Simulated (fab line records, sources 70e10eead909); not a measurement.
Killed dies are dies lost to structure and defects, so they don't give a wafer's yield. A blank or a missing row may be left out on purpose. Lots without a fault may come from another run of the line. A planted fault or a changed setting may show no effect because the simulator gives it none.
fab line records | flow nand_harc
record lots=6 wafers=18 last_day=33
route steps=1302 shown THIN_TSV@1250 END@1302
lots that met no fault: from a run of the same line without faults
start_h: hours from the record's first day to the start of the lot's first wafer shown | wait_h: hours since the lot's step before | " the same as in the row above | L1.1+2: a row that stands for several wafers | - no value, or no start given | * or withheld: withheld | < > ~ a bound
route shown NAME@n: a module of which the file shows steps, and the number in the route of the first | usual: mean/standard deviation of fault-free wafers | same: alike in all rows | chamber/n: place in a boat | sites: the reading at each site | _std_site: their standard deviation | _edge_site: outer sites' mean less inner sites' | radius_mm: how far each site lies from the wafer's centre | mask NAME#n: copy n | behind: the tool/chamber that last shaped the wafer | hold: why the lot was held/for how many hours/how that ended | device: the transistor (n, p or np) that didn't switch | end of line: the same wafers' tests at the end of the route | a step without rows: its recipe alone | killed: dies lost to structure and defects at the first sort, not the wafer's yield | map: a wafer's dies, x killed, . not, _ none there
set.NAME: the setting as run; set.NAME@STEP: as run at that earlier step | model.NAME: the simulator's own value behind a step, which no gauge read
lots at some steps of the route; a table a step, a row a wafer
services: from which hour (start_h, from the record's first day; less than 0 if before it) a tool's chamber was out of use, for how many hours, and why
## steps
# step NHARC_THIN_TSV_DEP_43
# recipe target_thk_a=13285 temp_c=withheld pressure_torr=6.5 rf_w=900 teos_flow_sccm=161.4 flow_sccm=2650 target_thk_nm=1328.5 gas=O2 material=SiO2
# usual throttle_valve_pct=16.2/0.45
# columns lot.wafer tool chamber start_h wait_h throttle_valve_pct
L192.1 pecvd-04 2 599.27 - 16.4
L192.4 " 1 " " 16.0
L192.5 " 2 " " 16.4
L193.2 pecvd-02 2 621.79 - 16.2
L193.3 " 0 " " 15.6
L193.5 " 1 " " 15.7
L195.3 pecvd-04 1 624.19 - 16.1
L195.6 " 1 " " 16.2
L195.5 " 2 " " 16.3
L205.3 pecvd-02 2 726.62 - 16.5
L205.2 " 0 " " 15.5
L205.6 " 1 " " 15.9
L206.3 pecvd-04 1 745.90 - 16.0
L206.2 " 2 " " 16.1
L206.4 " 2 " " 16.2
L209.2 pecvd-02 2 758.67 - 16.3
L209.4 " 2 " " 16.4
L209.6 " 1 " " 16.2
# step NHARC_THIN_TSV_DEHYDRATE_04
# recipe temp_c=150 time_s=120
# step NHARC_THIN_TSV_HMDS_05
# recipe time_s=30
# step NHARC_THIN_TSV_COAT_06
# recipe spin_rpm=*
# step NHARC_THIN_TSV_SOFTBAKE_07
# recipe temp_c=122 time_s=95
# step NHARC_THIN_TSV_EBR_08
# step NHARC_THIN_TSV_EXPOSE_09
# recipe na=0.55 dose_mj=30.7 mask_id=TSV
# step NHARC_THIN_TSV_PEB_10
# recipe peb_temp_c=118 peb_time_s=85
# step NHARC_THIN_TSV_DEVELOP_11
# recipe time_s=70
# step NHARC_THIN_TSV_CD_MEAS_12
# recipe target_cd_nm=1000 landing_energy_ev=500
# usual cd_nm=999.6/1.9
# columns lot.wafer tool chamber start_h wait_h cd_nm
L192.1 cd_sem-02 0 599.93 - 1000.3
L192.4 " 0 " " 998.3
L192.5 " 0 " " 1002.3
L193.2 cd_sem-01 0 622.57 - 998.4
L193.3 " 0 " " 998.9
L193.5 " 0 " " 998.7
L195.3 cd_sem-03 0 624.98 - 999.7
L195.5 " 0 " " 1000.6
L195.6 " 0 " " 999.6
L205.2 cd_sem-02 0 727.46 - 1004.7
L205.3 " 0 " " 1000.4
L205.6 " 0 " " 999.7
L206.2 cd_sem-02 0 746.74 - 1002.8
L206.3 " 0 " " 1003.2
L206.4 " 0 " " 1003.0
L209.2 cd_sem-02 0 759.50 - 1002.0
L209.4 " 0 " " 999.7
L209.6 " 0 " " 999.6
# step NHARC_THIN_TSV_HARDBAKE_13
# recipe temp_c=125 time_s=80
# step NHARC_THIN_TSV_DESCUM_14
# recipe time_s=3 o2_flow_sccm=200 ar_flow_sccm=0 bias_power_w=0 chemistry=O2
# usual drypump_motor_current_A=5.7/0.37 oes_product_au=1.001/0.013 rf_vpp_V=58.0/0.85 showerhead_plenum_p_Torr=1.93/0.086 throttle_valve_pct=11.311/0.01
# columns lot.wafer tool chamber start_h wait_h drypump_motor_current_A oes_product_au rf_hours_counter_h rf_vpp_V showerhead_plenum_p_Torr throttle_valve_pct
L192.1 rie_diel-08 2 600.10 - 5.9 1.001 1.7 59.0 2.05 11.319
L192.4 " 3 " " 5.9 0.987 3.0 57.2 1.94 11.298
L192.5 " 1 " " 5.5 0.980 - 58.2 1.91 11.319
L193.3 rie_diel-04 3 622.74 - 5.5 1.020 4.1 58.4 1.77 11.304
L193.2 " 0 " " 5.5 0.981 3.4 58.1 1.91 11.304
L193.5 " 3 " " 5.5 1.011 - 57.4 1.77 11.312
L195.3 rie_diel-04 1 625.13 - 5.2 1.011 4.3 57.6 1.90 11.285
L195.5 " 1 " " 5.3 1.000 - 57.7 1.90 11.301
L195.6 " 2 " " 6.2 1.004 - 58.3 2.04 11.309
L205.2 rie_diel-04 2 727.62 - 6.2 1.003 2.0 58.9 2.03 11.313
L205.3 " 0 " " 5.5 0.991 1.6 58.2 1.90 11.322
L205.6 " 1 " " 5.2 1.030 - 56.9 1.90 11.319
L206.2 rie_diel-04 2 746.89 - 6.2 1.004 3.5 59.8 2.03 11.306
L206.3 " 3 " " 5.5 1.008 1.9 58.5 1.77 11.314
L206.4 " 1 " " 5.2 1.022 3.5 57.1 1.90 11.309
L209.2 rie_diel-13 1 759.66 - 5.8 0.998 3.1 57.4 1.89 11.316
L209.4 " 0 " " 5.3 0.996 3.9 57.5 1.95 11.294
L209.6 " 1 " " 5.8 0.998 - 57.2 1.89 11.312
# step NHARC_THIN_TSV_ETCH_44
# recipe target_depth_a=15942 time_s=797.1 cf4_flow_sccm=150 o2_flow_sccm=10 ar_flow_sccm=0 rf_w=300 bias_w=800 chemistry=CF4/O2
# usual drypump_motor_current_A=5.7/0.38 oes_product_au=1.001/0.012 rf_fwd_power_W=299.8/0.94 rf_vpp_V=795/4.9 showerhead_plenum_p_Torr=1.84/0.077 throttle_valve_pct=16.913/0.0088
# columns lot.wafer tool chamber start_h wait_h drypump_motor_current_A oes_product_au rf_fwd_power_W rf_hours_counter_h rf_vpp_V showerhead_plenum_p_Torr throttle_valve_pct
L192.1 rie_diel-08 1 600.17 0.1 5.5 0.976 301.6 2.8 795 1.83 16.908
L192.4 " 0 " " 5.7 1.005 299.6 3.3 797 1.89 16.916
L192.5 " 1 " " 5.5 0.978 300.4 - 794 1.83 16.906
L193.3 rie_diel-04 0 622.82 0.1 5.5 0.989 300.5 3.5 793 1.83 16.908
L193.2 " 1 " " 5.3 1.000 299.5 4.0 794 1.82 16.910
L193.5 " 1 " " 5.2 0.994 298.9 - 793 1.82 16.913
L195.3 rie_diel-04 2 625.22 0.1 6.3 0.995 300.4 4.0 802 1.94 16.912
L195.5 " 2 " " 6.2 0.999 300.6 - 802 1.94 16.907
L195.6 " 3 " " 5.5 1.009 299.7 - 786 1.71 16.907
L205.2 rie_diel-04 0 727.71 0.1 5.5 1.239 419.2 1.7 795 1.82 16.907
L205.3 " 1 " " 5.2 1.023 299.1 2.1 793 1.82 16.904
L205.6 " 1 " " 5.2 1.015 299.8 - 793 1.82 16.909
L206.4 rie_diel-04 0 746.98 0.1 5.5 1.238 418.0 3.3 794 1.82 16.900
L206.2 " 1 " " 5.2 1.016 301.9 3.6 793 1.82 16.911
L206.3 " 2 " " 6.2 1.008 299.0 3.6 802 1.94 16.920
L209.2 rie_diel-13 2 759.75 0.1 5.4 0.993 300.5 3.0 801 1.95 16.906
L209.4 " 1 " " 5.7 1.007 297.5 3.2 794 1.81 16.904
L209.6 " 3 " " 6.5 1.000 299.2 - 789 1.74 16.924
# step NHARC_THIN_TSV_ETCH_15
# recipe target_depth_a=30000 bosch_target_overetch_cycles=2 bosch_etch_step_s=2.8 bosch_dep_step_s=1.2 bosch_cycles=14
# usual drypump_motor_current_A=6.0/0.51
# columns lot.wafer tool chamber start_h wait_h drypump_motor_current_A rf_hours_counter_h
L192.1 rie_si-03 3 600.74 - 5.6 0.07
L192.4 " 1 " " 5.8 0.04
L192.5 " 0 " " 6.5 -
L193.2 rie_si-04 0 623.40 - 5.6 0.48
L193.3 " 1 " " 5.6 0.50
L193.5 " 3 " " 6.6 -
L195.3 rie_si-02 0 625.82 - 6.0 1.07
L195.5 " 2 " " 5.9 -
L195.6 " 3 " " 5.8 -
L205.2 rie_si-03 3 728.40 - 5.6 1.03
L205.3 " 1 " " 5.8 0.79
L205.6 " 3 " " 5.6 -
L206.3 rie_si-04 1 747.55 - 5.6 0.22
L206.2 " 3 " " 6.7 0.23
L206.4 " 0 " " 5.7 0.25
L209.2 rie_si-04 3 760.32 - 6.7 0.36
L209.4 " 2 " " 6.7 0.38
L209.6 " 3 " " 6.7 -
# step NHARC_END_SORT_01
# recipe temp_c=25
# usual defect_limited_yield=91/3 killed_at_array=59/20 killed_at_other=0.8/1 killed_at_periphery=3.2/2.1 killed_dies=63/21 killed_open=3.0/1.9 killed_short=2.3/1.5
# same gross_dies=677
# columns lot.wafer tool chamber start_h wait_h defect_limited_yield[%] killed_at_array killed_at_other killed_at_periphery killed_dies killed_open killed_short
L192.1 prober-02 0 615.21 2.5 86 89 0 4 93 2 1
L192.4 prober-02 0 617.64 3.4 87 85 0 6 91 4 4
L192.5 prober-02 0 618.45 3.7 87 81 1 3 85 1 2
L193.2 prober-01 0 638.29 2.8 90 69 0 1 70 4 3
L193.3 prober-01 0 639.08 3.1 89 69 0 3 72 1 1
L193.5 prober-01 0 640.68 3.7 91 57 1 3 61 1 3
L195.3 prober-02 0 639.10 3.1 89 71 0 4 75 0 4
L195.5 prober-02 0 640.68 3.7 91 62 0 2 64 2 0
L195.6 prober-02 0 641.47 3.9 88 77 0 3 80 4 0
L205.2 prober-01 0 744.98 2.8 88 75 3 3 81 5 5
L205.3 prober-01 0 745.78 3.1 87 82 2 1 85 6 1
L205.6 prober-01 0 748.20 4.0 86 90 0 5 95 5 2
L206.2 prober-01 0 762.68 2.8 89 69 2 3 74 4 5
L206.3 prober-01 0 763.48 3.1 90 61 0 5 66 1 5
L206.4 prober-01 0 764.27 3.4 90 68 0 2 70 3 6
L209.2 prober-01 0 780.47 2.8 88 73 0 6 79 3 2
L209.4 prober-01 0 782.07 3.4 91 60 1 3 64 1 4
L209.6 prober-01 0 783.66 4.0 90 66 0 4 70 3 2
# killed by level:class
L192.1 A_SLIT:chamber_film_flake=33 A_CHANNEL_HOLE_D1:chamber_film_flake=27 A_CHANNEL_HOLE_D2:chamber_film_flake=15 A_CONTACT:chamber_film_flake=5 A_STAIRCASE:chamber_film_flake=4 P_STI:chamber_film_flake=3 A_WL_FILL:chamber_film_flake=2 A_DECK1_JOINT:geometric_particle:open=1
L192.4 A_CHANNEL_HOLE_D1:chamber_film_flake=32 A_SLIT:chamber_film_flake=26 A_CHANNEL_HOLE_D2:chamber_film_flake=11 A_STAIRCASE:chamber_film_flake=5 A_CHANNEL_FILL_D1:geometric_particle:short=3 P_ZERO_WELL:chamber_film_flake=3 A_WL_FILL:chamber_film_flake=2 P_M0:geometric_particle:open=1
L192.5 A_CHANNEL_HOLE_D1:chamber_film_flake=30 A_SLIT:chamber_film_flake=29 A_CHANNEL_HOLE_D2:chamber_film_flake=11 A_STAIRCASE:chamber_film_flake=3 P_ZERO_WELL:chamber_film_flake=2 A_CONTACT:chamber_film_flake=2 A_SOURCE_PLATE:geometric_particle:short=1 A_CHANNEL_FILL_D1:geometric_particle:open=1
L193.2 A_SLIT:chamber_film_flake=31 A_CHANNEL_HOLE_D1:chamber_film_flake=10 A_CHANNEL_HOLE_D2:chamber_film_flake=7 A_CONTACT:chamber_film_flake=7 A_STAIRCASE:chamber_film_flake=2 A_WL_FILL:chamber_film_flake=2 A_SOURCE_PLATE:geometric_particle:open=1 A_ONON_D2:geometric_particle:short=1
L193.3 A_SLIT:chamber_film_flake=35 A_CHANNEL_HOLE_D2:chamber_film_flake=15 A_CONTACT:chamber_film_flake=6 A_STAIRCASE:chamber_film_flake=5 A_CHANNEL_HOLE_D1:chamber_film_flake=3 A_SGD_CUT:chamber_film_flake=3 P_CONTACT:geometric_particle:open=1 A_ONON_D2:geometric_particle:short=1
L195.3 A_SLIT:chamber_film_flake=34 A_CHANNEL_HOLE_D2:chamber_film_flake=19 A_CHANNEL_HOLE_D1:chamber_film_flake=7 A_STAIRCASE:chamber_film_flake=4 A_CHANNEL_FILL_D2:geometric_particle:short=2 A_WL_FILL:geometric_particle:short=2 P_M2:chamber_film_flake=2 A_CONTACT:chamber_film_flake=2
L193.5 A_SLIT:chamber_film_flake=30 A_CHANNEL_HOLE_D2:chamber_film_flake=7 A_CONTACT:chamber_film_flake=7 A_CHANNEL_HOLE_D1:chamber_film_flake=4 A_SGD_CUT:chamber_film_flake=4 A_WL_FILL:chamber_film_flake=2 P_M0:geometric_particle:short=1 P_M2:geometric_particle:short=1
L195.5 A_SLIT:chamber_film_flake=33 A_CHANNEL_HOLE_D2:chamber_film_flake=17 A_CHANNEL_HOLE_D1:chamber_film_flake=7 A_CONTACT:chamber_film_flake=2 P_GATE:geometric_particle:open=1 A_CONTACT:geometric_particle:open=1 P_ZERO_WELL:chamber_film_flake=1 A_CHANNEL_FILL_D2:chamber_film_flake=1
L195.6 A_SLIT:chamber_film_flake=35 A_CHANNEL_HOLE_D2:chamber_film_flake=27 A_ZERO_WELL:chamber_film_flake=4 A_CONTACT:chamber_film_flake=4 A_STAIRCASE:chamber_film_flake=3 P_CONTACT:geometric_particle:open=2 P_M0:geometric_particle:open=1 A_CHANNEL_HOLE_D2:geometric_particle:open=1
L205.2 A_SLIT:chamber_film_flake=31 A_CHANNEL_HOLE_D2:chamber_film_flake=15 A_CHANNEL_HOLE_D1:chamber_film_flake=14 A_STAIRCASE:chamber_film_flake=3 A_CONTACT:chamber_film_flake=3 A_ONON_D2:geometric_particle:open=2 THIN_TSV:chamber_film_flake=2 P_STI:geometric_particle:open=1
L205.3 A_SLIT:chamber_film_flake=29 A_CHANNEL_HOLE_D1:chamber_film_flake=21 A_CHANNEL_HOLE_D2:chamber_film_flake=17 A_CONTACT:chamber_film_flake=3 A_ZERO_WELL:chamber_film_flake=2 A_STAIRCASE:chamber_film_flake=2 THIN_TSV:chamber_film_flake=2 P_GATE:geometric_particle:open=1
L205.6 A_SLIT:chamber_film_flake=33 A_CHANNEL_HOLE_D1:chamber_film_flake=24 A_CHANNEL_HOLE_D2:chamber_film_flake=19 A_CONTACT:chamber_film_flake=4 A_STAIRCASE:chamber_film_flake=3 P_CONTACT:geometric_particle:short=1 P_M0:geometric_particle:open=1 A_ONON_D2:geometric_particle:short=1
L206.2 A_CHANNEL_HOLE_D2:chamber_film_flake=27 A_CHANNEL_HOLE_D1:chamber_film_flake=21 A_CONTACT:chamber_film_flake=6 A_SLIT:chamber_film_flake=4 A_CHANNEL_FILL_D1:geometric_particle:short=2 A_STAIRCASE:chamber_film_flake=2 THIN_TSV:chamber_film_flake=2 P_GATE:geometric_particle:short=1
L206.3 A_CHANNEL_HOLE_D2:chamber_film_flake=27 A_CHANNEL_HOLE_D1:chamber_film_flake=10 A_SLIT:chamber_film_flake=8 P_ZERO_WELL:chamber_film_flake=4 A_CONTACT:chamber_film_flake=4 A_STAIRCASE:chamber_film_flake=2 A_BLC:chamber_film_flake=2 P_M0:geometric_particle:short=1
L206.4 A_CHANNEL_HOLE_D2:chamber_film_flake=29 A_CHANNEL_HOLE_D1:chamber_film_flake=12 A_SLIT:chamber_film_flake=5 A_CHANNEL_FILL_D1:geometric_particle:short=2 A_CHANNEL_FILL_D1:chamber_film_flake=2 A_DECK1_JOINT:chamber_film_flake=2 A_CHANNEL_FILL_D2:chamber_film_flake=2 A_STAIRCASE:chamber_film_flake=2
L209.2 A_CHANNEL_HOLE_D2:chamber_film_flake=29 A_CHANNEL_HOLE_D1:chamber_film_flake=19 A_SLIT:chamber_film_flake=9 A_CONTACT:chamber_film_flake=8 P_GATE:chamber_film_flake=6 A_CHANNEL_FILL_D2:geometric_particle:open=2 A_STAIRCASE:chamber_film_flake=2 A_CHANNEL_FILL_D1:geometric_particle:short=1
L209.4 A_CHANNEL_HOLE_D2:chamber_film_flake=25 A_CHANNEL_HOLE_D1:chamber_film_flake=19 A_SLIT:chamber_film_flake=5 A_CONTACT:chamber_film_flake=5 P_STI:geometric_particle:short=1 A_ONON_D1:geometric_particle:open=1 A_ONON_D2:geometric_particle:short=1 A_M0:geometric_particle:short=1
L209.6 A_CHANNEL_HOLE_D2:chamber_film_flake=32 A_CHANNEL_HOLE_D1:chamber_film_flake=11 A_SLIT:chamber_film_flake=9 A_CONTACT:chamber_film_flake=5 A_STAIRCASE:chamber_film_flake=3 A_ONON_D2:geometric_particle:open=2 P_GATE:geometric_particle:open=1 A_CHANNEL_FILL_D2:geometric_particle:short=1
## services
# columns tool chamber start_h hours kind
rie_diel-08 0 587.32 3.5 repair
rie_diel-04 0 590.06 - clean
rie_diel-04 1 590.06 - clean
rie_diel-04 2 590.06 - clean
rie_diel-04 3 590.06 - clean
pecvd-02 - 598.28 13.0 pm
rie_diel-13 2 601.19 1.8 repair
rie_diel-08 0 628.13 2.9 repair
pecvd-04 - 631.00 13.0 pm
rie_si-02 - 631.05 9.0 pm
pecvd-02 - 654.18 1.4 repair
rie_diel-08 1 662.45 3.9 repair
rie_diel-13 - 666.35 0.9 repair
rie_diel-08 - 678.96 0.9 repair
rie_diel-13 - 696.00 9.0 pm
rie_si-04 - 696.00 9.0 pm
pecvd-04 - 696.45 0.5 repair
rie_diel-04 - 708.96 9.0 pm
rie_diel-08 1 718.73 14.0 repair
rie_diel-08 - 721.80 9.0 pm
rie_diel-04 3 726.15 7.9 repair
rie_diel-08 - 733.80 51.4 repair
rie_si-04 3 736.09 7.6 repair
rie_si-03 - 749.81 2.4 repair
## key
first_sign step=NHARC_THIN_TSV_ETCH_44 reading=rf_fwd_power_W direction=up sigmas=99+ usual=* struck=*
effect step=NHARC_THIN_TSV_ETCH_44 reading=oes_product_au direction=up sigmas=19 usual=1.001 struck=1.238
met_at NHARC_THIN_TSV_ETCH_44
struck_wafers L205.2,L206.4
onset_between 622.82 727.71
fault kind=process_parameter_drift tool=rie_diel-04 chamber=0 onset_h=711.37 steps=NHARC_THIN_TSV_ETCH_44 channel=rf_w offset=* shape=step end_h=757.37 acts_in=* stated=*
